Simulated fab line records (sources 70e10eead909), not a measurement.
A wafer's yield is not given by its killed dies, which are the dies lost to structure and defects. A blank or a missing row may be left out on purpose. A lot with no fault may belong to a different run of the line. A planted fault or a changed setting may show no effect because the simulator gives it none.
Which tool did it? || flow nand harc || 14 lots, 42 wafers sampled, at 5 steps of a route of 1159

== WHAT THE GAUGES READ, wafer by wafer ==
NHARC_A_SLIT_CD_MEAS_09 targets a cd of 300 nm. Usual: cd nm at 299.9 nm, with a standard deviation of 0.55.
{"lot": "L787", "measured": "day 14 17:29", "on": "cd sem-02", "cd nm (nm)": "300.2 300.6 300.8", "flag": ""}
{"lot": "L786", "measured": "day 14 18:14", "on": "cd sem-02", "cd nm (nm)": "301.3 299.5 300.5", "flag": ""}
{"lot": "L785", "measured": "day 14 19:10", "on": "cd sem-02", "cd nm (nm)": "299.6 300.4 299.6", "flag": ""}
{"lot": "L788", "measured": "day 15 08:35", "on": "cd sem-02", "cd nm (nm)": "300.0 301.0 299.3", "flag": ""}
{"lot": "L789", "measured": "day 15 09:37", "on": "cd sem-02", "cd nm (nm)": "299.1 299.5 299.3", "flag": ""}
{"lot": "L791", "measured": "day 16 04:32", "on": "cd sem-01", "cd nm (nm)": "300.5 299.8 300.9", "flag": ""}
{"lot": "L794", "measured": "day 16 18:52", "on": "cd sem-02", "cd nm (nm)": "299.6 299.5 299.7", "flag": ""}
{"lot": "L793", "measured": "day 16 19:44", "on": "cd sem-02", "cd nm (nm)": "299.7 299.2 299.7", "flag": ""}
{"lot": "L795", "measured": "day 17 07:53", "on": "cd sem-03", "cd nm (nm)": "299.7 299.9 299.3", "flag": ""}
{"lot": "L796", "measured": "day 17 17:49", "on": "cd sem-02", "cd nm (nm)": "299.4 299.0 300.8", "flag": ""}
{"lot": "L802", "measured": "day 18 05:07", "on": "cd sem-01", "cd nm (nm)": "299.7 300.0 299.3", "flag": ""}
{"lot": "L803", "measured": "day 19 09:02", "on": "cd sem-02", "cd nm (nm)": "299.6 300.0 300.2", "flag": ""}
{"lot": "L807", "measured": "day 19 23:02", "on": "cd sem-02", "cd nm (nm)": "300.2 300.6 300.3", "flag": ""}
{"lot": "L806", "measured": "day 20 06:48", "on": "cd sem-03", "cd nm (nm)": "300.2 300.9 299.8", "flag": ""}

NHARC_A_SLIT_CD_MEAS_21. Usual: cd nm at 289.6 nm, with a standard deviation of 1.1.
{"lot": "L787", "measured": "day 14 21:18", "on": "cd sem-03", "cd nm (nm)": "289.5 289.6 288.9", "flag": ""}
{"lot": "L786", "measured": "day 14 21:58", "on": "cd sem-03", "cd nm (nm)": "289.2 292.4 288.7", "flag": ""}
{"lot": "L785", "measured": "day 14 22:53", "on": "cd sem-02", "cd nm (nm)": "291.6 289.3 289.1", "flag": ""}
{"lot": "L788", "measured": "day 15 14:10", "on": "cd sem-03", "cd nm (nm)": "291.3 289.7 291.1", "flag": ""}
{"lot": "L789", "measured": "day 15 14:55", "on": "cd sem-02", "cd nm (nm)": "289.5 288.6 291.3", "flag": ""}
{"lot": "L791", "measured": "day 16 09:06", "on": "cd sem-01", "cd nm (nm)": "288.1 288.1 291.0", "flag": ""}
{"lot": "L794", "measured": "day 16 22:28", "on": "cd sem-02", "cd nm (nm)": "289.0 290.2 288.7", "flag": ""}
{"lot": "L793", "measured": "day 17 01:50", "on": "cd sem-03", "cd nm (nm)": "288.0 289.8 288.7", "flag": ""}
{"lot": "L795", "measured": "day 17 11:30", "on": "cd sem-03", "cd nm (nm)": "289.0 292.2 289.4", "flag": ""}
{"lot": "L796", "measured": "day 18 02:41", "on": "cd sem-01", "cd nm (nm)": "291.1 291.3 289.5", "flag": ""}
{"lot": "L802", "measured": "day 18 08:42", "on": "cd sem-03", "cd nm (nm)": "289.9 288.7 289.7", "flag": ""}
{"lot": "L803", "measured": "day 19 12:38", "on": "cd sem-02", "cd nm (nm)": "290.8 289.5 288.6", "flag": ""}
{"lot": "L807", "measured": "day 20 02:39", "on": "cd sem-03", "cd nm (nm)": "290.7 290.0 290.3", "flag": ""}
{"lot": "L806", "measured": "day 20 11:03", "on": "cd sem-02", "cd nm (nm)": "288.9 289.6 288.4", "flag": ""}

NHARC_END_SORT_01. Usual: killed at array 30, standard deviation 10; killed at other 0.5, standard deviation 0.82; killed at periphery 2.9, standard deviation 2; killed dies 34, standard deviation 11; killed open 3.2, standard deviation 1.8; killed short 2.0, standard deviation 1.4.
{"lot": "L795", "measured": "day 22 12:44", "on": "prober-01", "killed at array": "31 28", "killed at other": "0 0", "killed at periphery": "4 8", "killed dies": "35 36", "killed open": "4 5", "killed short": "2 1", "flag": ""}

== TOOL THAT RAN EACH LOT (tool first, then ch and the chambers of the sampled wafers, then the start) ==
{"lot": "L787", "NHARC_A_WL_FILL_RTA_01": "rtp anneal-01 ch 0, day 15 05:20", "NHARC_A_WL_FILL_ETCHBACK_05": "rie metal-02 ch 0,1, day 15 15:26"}
{"lot": "L786", "NHARC_A_WL_FILL_RTA_01": "rtp anneal-02 ch 0, day 15 05:28", "NHARC_A_WL_FILL_ETCHBACK_05": "rie metal-03 ch 0, day 15 21:05"}
{"lot": "L785", "NHARC_A_WL_FILL_RTA_01": "rtp anneal-02 ch 0, day 15 05:18", "NHARC_A_WL_FILL_ETCHBACK_05": "rie metal-01 ch 0, day 15 11:49"}
{"lot": "L788", "NHARC_A_WL_FILL_RTA_01": "rtp anneal-02 ch 0, day 15 22:20", "NHARC_A_WL_FILL_ETCHBACK_05": "rie metal-01 ch 0,1, day 16 07:58"}
{"lot": "L789", "NHARC_A_WL_FILL_RTA_01": "rtp anneal-02 ch 0, day 15 22:10", "NHARC_A_WL_FILL_ETCHBACK_05": "rie metal-02 ch 0,1, day 16 04:35"}
{"lot": "L791", "NHARC_A_WL_FILL_RTA_01": "rtp anneal-02 ch 0, day 16 17:16", "NHARC_A_WL_FILL_ETCHBACK_05": "rie metal-03 ch 0, day 17 00:33"}
{"lot": "L794", "NHARC_A_WL_FILL_RTA_01": "rtp anneal-02 ch 0, day 17 06:32", "NHARC_A_WL_FILL_ETCHBACK_05": "rie metal-03 ch 0,1, day 17 17:31"}
{"lot": "L793", "NHARC_A_WL_FILL_RTA_01": "rtp anneal-01 ch 0, day 17 09:52", "NHARC_A_WL_FILL_ETCHBACK_05": "rie metal-03 ch 0,1, day 17 20:43"}
{"lot": "L795", "NHARC_A_WL_FILL_RTA_01": "rtp anneal-01 ch 0, day 17 19:30", "NHARC_A_WL_FILL_ETCHBACK_05": "rie metal-03 ch 0,1, day 18 04:04"}
{"lot": "L796", "NHARC_A_WL_FILL_RTA_01": "rtp anneal-01 ch 0, day 18 10:20", "NHARC_A_WL_FILL_ETCHBACK_05": "rie metal-03 ch 0,1, day 18 17:19"}
{"lot": "L802", "NHARC_A_WL_FILL_RTA_01": "rtp anneal-01 ch 0, day 18 14:49", "NHARC_A_WL_FILL_ETCHBACK_05": "rie metal-01 ch 0,1, day 18 20:50"}
{"lot": "L803", "NHARC_A_WL_FILL_RTA_01": "rtp anneal-01 ch 0, day 19 21:15", "NHARC_A_WL_FILL_ETCHBACK_05": "rie metal-01 ch 0,1, day 20 06:02"}
{"lot": "L807", "NHARC_A_WL_FILL_RTA_01": "rtp anneal-01 ch 0, day 20 10:44", "NHARC_A_WL_FILL_ETCHBACK_05": "rie metal-01 ch 0, day 20 14:59"}
{"lot": "L806", "NHARC_A_WL_FILL_RTA_01": "rtp anneal-01 ch 0, day 20 17:34", "NHARC_A_WL_FILL_ETCHBACK_05": "rie metal-02 ch 0,1, day 21 00:24"}
- NHARC_A_WL_FILL_RTA_01: time 5 s.
- NHARC_A_WL_FILL_ETCHBACK_05: etches the open film in Cl2/BCl3, target depth 22 nm, time 60 s.

== AS READ BY THE TOOLS THEMSELVES (means over the sampled wafers that have a number; for cases with no such wafer, the mark the record gives instead) ==
NHARC_A_WL_FILL_RTA_01. Usual: lamp power pct 29.7 %, standard deviation 2.4; wafer_temp_C_max 1005.8, standard deviation 1.2.
{"lot": "L787", "tool": "rtp anneal-01", "lamp power pct (%)": 31.9, "wafer_temp_C_max": 1006.7, "flag": ""}
{"lot": "L786", "tool": "rtp anneal-02", "lamp power pct (%)": 27.0, "wafer_temp_C_max": 1005.6, "flag": ""}
{"lot": "L785", "tool": "rtp anneal-02", "lamp power pct (%)": 27.0, "wafer_temp_C_max": 1005.0, "flag": ""}
{"lot": "L788", "tool": "rtp anneal-02", "lamp power pct (%)": 27.0, "wafer_temp_C_max": 1005.6, "flag": ""}
{"lot": "L789", "tool": "rtp anneal-02", "lamp power pct (%)": 27.0, "wafer_temp_C_max": 1005.9, "flag": ""}
{"lot": "L791", "tool": "rtp anneal-02", "lamp power pct (%)": 27.0, "wafer_temp_C_max": 1004.9, "flag": ""}
{"lot": "L794", "tool": "rtp anneal-02", "lamp power pct (%)": 27.0, "wafer_temp_C_max": 1005.2, "flag": ""}
{"lot": "L793", "tool": "rtp anneal-01", "lamp power pct (%)": 31.9, "wafer_temp_C_max": 1006.6, "flag": ""}
{"lot": "L795", "tool": "rtp anneal-01", "lamp power pct (%)": 31.9, "wafer_temp_C_max": 1007.0, "flag": ""}
{"lot": "L796", "tool": "rtp anneal-01", "lamp power pct (%)": 31.9, "wafer_temp_C_max": 1006.8, "flag": ""}
{"lot": "L802", "tool": "rtp anneal-01", "lamp power pct (%)": 31.9, "wafer_temp_C_max": 1007.0, "flag": ""}
{"lot": "L803", "tool": "rtp anneal-01", "lamp power pct (%)": 31.9, "wafer_temp_C_max": 1008.7, "flag": ""}
{"lot": "L807", "tool": "rtp anneal-01", "lamp power pct (%)": 31.9, "wafer_temp_C_max": 1007.0, "flag": ""}
{"lot": "L806", "tool": "rtp anneal-01", "lamp power pct (%)": 31.9, "wafer_temp_C_max": 1006.7, "flag": ""}

NHARC_A_WL_FILL_ETCHBACK_05. Usual: drypump motor current A 6.0 A, standard deviation 0.3; oes product au 0.998 a.u., standard deviation 0.014; run length s 81.5 s, standard deviation 0.48; temp c 40.01 C, standard deviation 0.11.
{"lot": "L787", "tool": "rie metal-02", "drypump motor current A (A)": 5.7, "oes product au (a.u.)": 0.980, "run length s (s)": 81.2, "temp c (C)": 40.05, "flag": ""}
{"lot": "L786", "tool": "rie metal-03", "drypump motor current A (A)": 5.9, "oes product au (a.u.)": 1.011, "run length s (s)": 82.1, "temp c (C)": 40.13, "flag": ""}
{"lot": "L785", "tool": "rie metal-01", "drypump motor current A (A)": 6.5, "oes product au (a.u.)": 1.006, "run length s (s)": 82.1, "temp c (C)": 40.03, "flag": ""}
{"lot": "L788", "tool": "rie metal-01", "drypump motor current A (A)": 6.1, "oes product au (a.u.)": 1.011, "run length s (s)": 81.9, "temp c (C)": 40.01, "flag": ""}
{"lot": "L789", "tool": "rie metal-02", "drypump motor current A (A)": 5.7, "oes product au (a.u.)": 0.970, "run length s (s)": 81.1, "temp c (C)": 40.03, "flag": ""}
{"lot": "L791", "tool": "rie metal-03", "drypump motor current A (A)": 5.9, "oes product au (a.u.)": 1.005, "run length s (s)": 81.9, "temp c (C)": 39.95, "flag": ""}
{"lot": "L794", "tool": "rie metal-03", "drypump motor current A (A)": 6.0, "oes product au (a.u.)": 1.004, "run length s (s)": 81.8, "temp c (C)": 40.00, "flag": ""}
{"lot": "L793", "tool": "rie metal-03", "drypump motor current A (A)": 6.0, "oes product au (a.u.)": 1.012, "run length s (s)": 81.5, "temp c (C)": 39.89, "flag": ""}
{"lot": "L795", "tool": "rie metal-03", "drypump motor current A (A)": 6.1, "oes product au (a.u.)": 1.003, "run length s (s)": 83.4, "temp c (C)": 39.95, "flag": "OFF"}
{"lot": "L796", "tool": "rie metal-03", "drypump motor current A (A)": 6.0, "oes product au (a.u.)": 1.005, "run length s (s)": 83.4, "temp c (C)": 39.99, "flag": "OFF"}
{"lot": "L802", "tool": "rie metal-01", "drypump motor current A (A)": 6.1, "oes product au (a.u.)": 1.006, "run length s (s)": 81.9, "temp c (C)": 39.91, "flag": ""}
{"lot": "L803", "tool": "rie metal-01", "drypump motor current A (A)": 6.3, "oes product au (a.u.)": 0.999, "run length s (s)": 82.3, "temp c (C)": 40.08, "flag": ""}
{"lot": "L807", "tool": "rie metal-01", "drypump motor current A (A)": 6.5, "oes product au (a.u.)": 1.000, "run length s (s)": 81.8, "temp c (C)": 40.09, "flag": ""}
{"lot": "L806", "tool": "rie metal-02", "drypump motor current A (A)": 5.7, "oes product au (a.u.)": 0.989, "run length s (s)": 81.2, "temp c (C)": 39.95, "flag": ""}

== THE ANSWER, worked out from the rows above alone ==
Rule: a lot counts as off when the mean over its wafers that have a number is more than 3 standard deviations away from the usual mean. Also off: a lot with no number at a reading for which 4 or more lots have one. The other lots that the step has rows for count as sound. First the gauges in route order, then the tools' own readings, where a lot's mean is used as printed above. At the first step where some lot is off, the reading lying furthest off is the one used; lots without a number count as furthest.
Off: L795, L796, at NHARC_A_WL_FILL_ETCHBACK_05 (run length s).
If a tool, at that step or one of the process steps before it, ran each lot that is off and ran no sound lot following the first of them, it fits. One fits: rie metal-03 at NHARC_A_WL_FILL_ETCHBACK_05. A fault onset in the window from L793 (day 17 20:43, its last sound lot) to L795 (day 18 04:04, its first lot off) fits.

== WHAT THE SIMULATOR HAD PUT IN ==
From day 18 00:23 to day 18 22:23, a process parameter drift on rie metal-03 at NHARC_A_WL_FILL_ETCHBACK_05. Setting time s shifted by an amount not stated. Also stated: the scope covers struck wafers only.
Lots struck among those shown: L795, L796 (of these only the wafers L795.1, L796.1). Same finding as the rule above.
